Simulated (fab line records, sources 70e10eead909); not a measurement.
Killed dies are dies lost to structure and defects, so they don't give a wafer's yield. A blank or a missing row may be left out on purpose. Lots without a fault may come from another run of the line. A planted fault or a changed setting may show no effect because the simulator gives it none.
fab line records | flow nand_harc
record lots=6 wafers=18 last_day=33
route steps=1302 shown A_ONON_D2@554
lots that met no fault: from a run of the same line without faults
start_h: hours from the record's first day to the start of the lot's first wafer shown | wait_h: hours since the lot's step before | " the same as in the row above | L1.1+2: a row that stands for several wafers | - no value, or no start given | * or withheld: withheld | < > ~ a bound
route shown NAME@n: a module of which the file shows steps, and the number in the route of the first | usual: mean/standard deviation of fault-free wafers | same: alike in all rows | chamber/n: place in a boat | sites: the reading at each site | _std_site: their standard deviation | _edge_site: outer sites' mean less inner sites' | radius_mm: how far each site lies from the wafer's centre | mask NAME#n: copy n | behind: the tool/chamber that last shaped the wafer | hold: why the lot was held/for how many hours/how that ended | device: the transistor (n, p or np) that didn't switch | end of line: the same wafers' tests at the end of the route | a step without rows: its recipe alone | killed: dies lost to structure and defects at the first sort, not the wafer's yield | map: a wafer's dies, x killed, . not, _ none there
set.NAME: the setting as run; set.NAME@STEP: as run at that earlier step | model.NAME: the simulator's own value behind a step, which no gauge read
lots at some steps of the route; a table a step, a row a wafer
services: from which hour (start_h, from the record's first day; less than 0 if before it) a tool's chamber was out of use, for how many hours, and why
## steps
# step NHARC_A_ONON_D2_THK_MEAS_14
# recipe thk_meas_gauge=ellipsometry
# usual thk_nm=1000/8.7
# columns lot.wafer tool chamber start_h wait_h thk_nm
L839.3 film_metro-02 - 296.54 - 1004
L839.4 " - " " 1003
L839.5 " - " " 1004
L843.2 film_metro-01 - 353.10 - 1007
L843.4 " - " " 1008
L843.6 " - " " 1007
L845.3 film_metro-02 - 353.13 - 999
L845.5 " - " " 998
L845.6 " - " " 999
L856.1 film_metro-02 - 463.44 - 1010
L856.2 " - " " 1009
L856.4 " - " " 1010
L858.2 film_metro-02 - 486.27 - 980
L858.3 " - " " 980
L858.4 " - " " 980
L860.2 film_metro-02 - 499.85 - 1007
L860.4 " - " " 1006
L860.5 " - " " 1006
# step NHARC_A_ONON_D2_ANNEAL_15
# recipe temp_c=750 time_s=3600
# step NHARC_A_ONON_D2_DEP_16
# recipe target_thk_a=10000 n2_flow_sccm=2750 n2o_flow_sccm=2000 nh3_flow_sccm=500 sih4_flow_sccm=210 temp_c=400
# step NHARC_A_ONON_D2_THK_MEAS_18
# recipe thk_meas_gauge=ellipsometry
# usual thk_nm=1004/13
# columns lot.wafer tool chamber start_h wait_h thk_nm
L839.3 film_metro-02 - 303.94 - 1019
L839.4 " - " " 1020
L839.5 " - " " 1020
L843.2 film_metro-02 - 360.50 - 993
L843.4 " - " " 995
L843.6 " - " " 994
L845.3 film_metro-01 - 360.51 - 1016
L845.5 " - " " 1016
L845.6 " - " " 1015
L856.1 film_metro-02 - 471.15 - 1016
L856.2 " - " " 1015
L856.4 " - " " 1017
L858.2 film_metro-01 - 491.66 - 1012
L858.3 " - " " 1012
L858.4 " - " " 1014
L860.2 film_metro-01 - 507.25 - 980
L860.4 " - " " 981
L860.5 " - " " 982
# step NHARC_A_ONON_D2_DEP_19
# recipe target_thk_a=10000 n2_flow_sccm=2750 n2o_flow_sccm=2000 nh3_flow_sccm=500 sih4_flow_sccm=210 temp_c=400
# step NHARC_A_ONON_D2_THK_MEAS_21
# recipe thk_meas_gauge=ellipsometry
# usual thk_nm=1002/8.7
# columns lot.wafer tool chamber start_h wait_h thk_nm
L839.3 film_metro-02 - 304.50 - 1005
L839.4 " - " " 1007
L839.5 " - " " 1007
L843.2 film_metro-01 - 361.06 - 994
L843.4 " - " " 993
L843.6 " - " " 994
L845.3 film_metro-02 - 361.07 - 989
L845.5 " - " " 992
L845.6 " - " " 992
L856.1 film_metro-02 - 471.72 - 1005
L856.2 " - " " 1002
L856.4 " - " " 1001
L858.2 film_metro-01 - 492.23 - 1025
L858.3 " - " " 1024
L858.4 " - " " 1026
L860.2 film_metro-01 - 507.82 - 1005
L860.4 " - " " 1004
L860.5 " - " " 1004
# step NHARC_A_ONON_D2_DEP_22
# recipe target_thk_a=10000 n2_flow_sccm=2750 n2o_flow_sccm=2000 nh3_flow_sccm=500 sih4_flow_sccm=210 temp_c=400
# step NHARC_A_ONON_D2_THK_MEAS_24
# recipe thk_meas_gauge=ellipsometry
# usual thk_nm=1003/11
# columns lot.wafer tool chamber start_h wait_h thk_nm
L839.3 film_metro-02 - 305.07 - 996
L839.4 " - " " 995
L839.5 " - " " 995
L843.2 film_metro-02 - 361.64 - 1023
L843.4 " - " " 1022
L843.6 " - " " 1022
L845.3 film_metro-01 - 361.64 - 997
L845.5 " - " " 998
L845.6 " - " " 996
L856.1 film_metro-02 - 472.29 - 1010
L856.2 " - " " 1011
L856.4 " - " " 1009
L858.2 film_metro-02 - 492.79 - 1007
L858.3 " - " " 1007
L858.4 " - " " 1003
L860.2 film_metro-02 - 508.38 - 996
L860.4 " - " " 994
L860.5 " - " " 996
# step NHARC_A_ONON_D2_DEP_25
# recipe target_thk_a=10000 n2_flow_sccm=2750 n2o_flow_sccm=2000 nh3_flow_sccm=500 sih4_flow_sccm=210 temp_c=400
# step NHARC_A_ONON_D2_THK_MEAS_27
# recipe thk_meas_gauge=ellipsometry
# usual thk_nm=1001/13
# columns lot.wafer tool chamber start_h wait_h thk_nm
L839.3 film_metro-02 - 305.64 - 1012
L839.4 " - " " 1012
L839.5 " - " " 1011
L843.2 film_metro-02 - 362.20 - 989
L843.4 " - " " 989
L843.6 " - " " 989
L845.3 film_metro-01 - 362.21 - 996
L845.5 " - " " 997
L845.6 " - " " 997
L856.1 film_metro-02 - 472.85 - 986
L856.2 " - " " 988
L856.4 " - " " 986
L858.2 film_metro-02 - 493.48 - 1008
L858.3 " - " " 1007
L858.4 " - " " 1007
L860.2 film_metro-02 - 508.94 - 997
L860.4 " - " " 997
L860.5 " - " " 995
# step NHARC_A_ONON_D2_DEP_28
# recipe target_thk_a=10000 n2_flow_sccm=2750 n2o_flow_sccm=2000 nh3_flow_sccm=500 sih4_flow_sccm=210 temp_c=400
# step NHARC_A_ONON_D2_THK_MEAS_30
# recipe thk_meas_gauge=ellipsometry
# usual thk_nm=997/9.5
# columns lot.wafer tool chamber start_h wait_h thk_nm
L839.3 film_metro-02 - 306.20 - 985
L839.4 " - " " 986
L839.5 " - " " 984
L843.2 film_metro-02 - 362.77 - 1003
L843.4 " - " " 1003
L843.6 " - " " 1002
L845.3 film_metro-01 - 362.78 - 986
L845.5 " - " " 987
L845.6 " - " " 986
L856.1 film_metro-02 - 473.42 - 1014
L856.2 " - " " 1013
L856.4 " - " " 1014
L858.2 film_metro-02 - 494.05 - 999
L858.3 " - " " 999
L858.4 " - " " 1000
L860.2 film_metro-02 - 509.51 - 1004
L860.4 " - " " 1005
L860.5 " - " " 1005
# step NHARC_A_ONON_D2_DEP_33
# recipe target_thk_a=2000 temp_c=400 pressure_torr=6.5 rf_w=900 teos_flow_sccm=161.4 flow_sccm=2650 target_thk_nm=200 gas=O2 material=SiO2
# usual chamber_pressure_Torr=6.501/0.014 heater_power_w=537/79 mfc_precursor_sccm=161.4/0.49 susceptor_temp_C=399.99/0.21 throttle_valve_pct=15.8/0.56
# columns lot.wafer tool chamber start_h wait_h chamber_pressure_Torr heater_power_w mfc_precursor_sccm susceptor_temp_C throttle_valve_pct
L839.3 pecvd-03 1 306.35 0.1 6.474 531 160.7 400.04 16.2
L839.5 " 2 " " 6.492 451 161.6 399.89 16.7
L839.4 " 0 " " 6.497 544 160.6 400.16 15.7
L845.3 pecvd-02 1 362.88 0.1 6.515 626 161.3 399.99 16.0
L845.6 " 0 " " 6.478 603 162.7 399.96 14.9
L845.5 " 2 " " 6.490 630 161.0 400.32 16.3
L843.2 pecvd-04 1 362.92 0.1 6.494 367 161.5 399.91 15.9
L843.6 " 0 " " 6.500 635 161.2 400.15 15.4
L843.4 " 1 " " 6.506 388 161.3 399.86 16.1
L856.2 pecvd-04 0 473.47 0.1 6.496 522 184.7 400.36 16.3
L856.1 " 2 " " 6.515 455 161.3 399.51 15.7
L856.4 " 0 " " 6.495 538 183.8 399.94 16.4
L858.3 pecvd-04 0 494.11 0.1 6.495 602 184.6 399.99 16.0
L858.2 " 2 " " 6.503 465 161.0 399.73 15.6
L858.4 " 0 " " 6.511 593 183.8 399.93 16.1
L860.2 pecvd-02 0 509.65 0.1 6.530 547 160.9 399.81 15.1
L860.5 " 1 " " 6.517 567 161.2 399.64 16.0
L860.4 " 0 " " 6.535 540 161.0 399.75 15.0
# step NHARC_A_ONON_D2_THK_MEAS_34
# recipe thk_meas_gauge=ellipsometry
# usual thk_nm=200.4/2.8
# columns lot.wafer tool chamber start_h wait_h thk_nm
L839.3 film_metro-02 - 306.67 - 193.6
L839.4 " - " " 199.6
L839.5 " - " " 204.3
L843.2 film_metro-02 - 363.24 - 192.7
L843.4 " - " " 198.1
L843.6 " - " " 200.9
L845.3 film_metro-01 - 363.26 - 200.1
L845.5 " - " " 208.6
L845.6 " - " " 204.7
L856.1 film_metro-02 - 473.89 - 199.5
L856.2 " - " " 231.1
L856.4 " - " " 234.7
L858.2 film_metro-01 - 494.52 - 199.4
L858.3 " - " " 229.1
L858.4 " - " " 232.0
L860.2 film_metro-01 - 509.98 - 199.1
L860.4 " - " " 201.3
L860.5 " - " " 201.1
## services
# columns tool chamber start_h hours kind
pecvd-04 - 304.43 0.4 repair
pecvd-03 1 317.16 3.3 repair
pecvd-02 - 317.91 0.6 repair
pecvd-04 0 320.40 6.1 repair
pecvd-04 - 350.30 1.5 repair
pecvd-03 - 366.20 13.0 pm
pecvd-03 0 366.20 13.0 vent_cycle
pecvd-03 1 366.20 13.0 vent_cycle
pecvd-02 - 402.84 1.0 repair
pecvd-04 0 405.37 5.4 repair
pecvd-02 - 408.00 13.0 pm
pecvd-02 0 408.00 13.0 vent_cycle
pecvd-02 1 408.00 13.0 vent_cycle
pecvd-02 2 408.00 13.0 vent_cycle
pecvd-02 0 421.00 - clean
pecvd-02 1 421.00 - clean
pecvd-02 2 421.00 - clean
pecvd-04 - 450.17 13.0 pm
pecvd-04 0 450.17 13.0 vent_cycle
pecvd-04 1 450.17 13.0 vent_cycle
pecvd-04 2 450.17 13.0 vent_cycle
pecvd-04 0 463.17 - clean
pecvd-04 1 463.17 - clean
pecvd-04 2 463.17 - clean
## key
first_sign step=NHARC_A_ONON_D2_DEP_33 reading=mfc_precursor_sccm direction=up sigmas=46 usual=161.4 struck=184.2
effect step=NHARC_A_ONON_D2_THK_MEAS_34 reading=thk_nm direction=up sigmas=11 usual=200.4 struck=231.7
met_at NHARC_A_ONON_D2_DEP_33
struck_wafers L856.2,L856.4,L858.3,L858.4
tester_left_out L856,L858
onset_between 362.92 473.47
fault kind=process_parameter_drift tool=pecvd-04 chamber=0 onset_h=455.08 steps=NHARC_A_ONON_D2_DEP_33 channel=teos_flow_sccm offset=* shape=step end_h=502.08 acts_in=* stated=*
# tester_left_out: of these lots the tester's yield and bins aren't shown, on N5 and GAA mostly nor the transistor test; their killed dies are dies lost to structure and defects alone, not to doping, threshold or leakage, so they don't give the yield
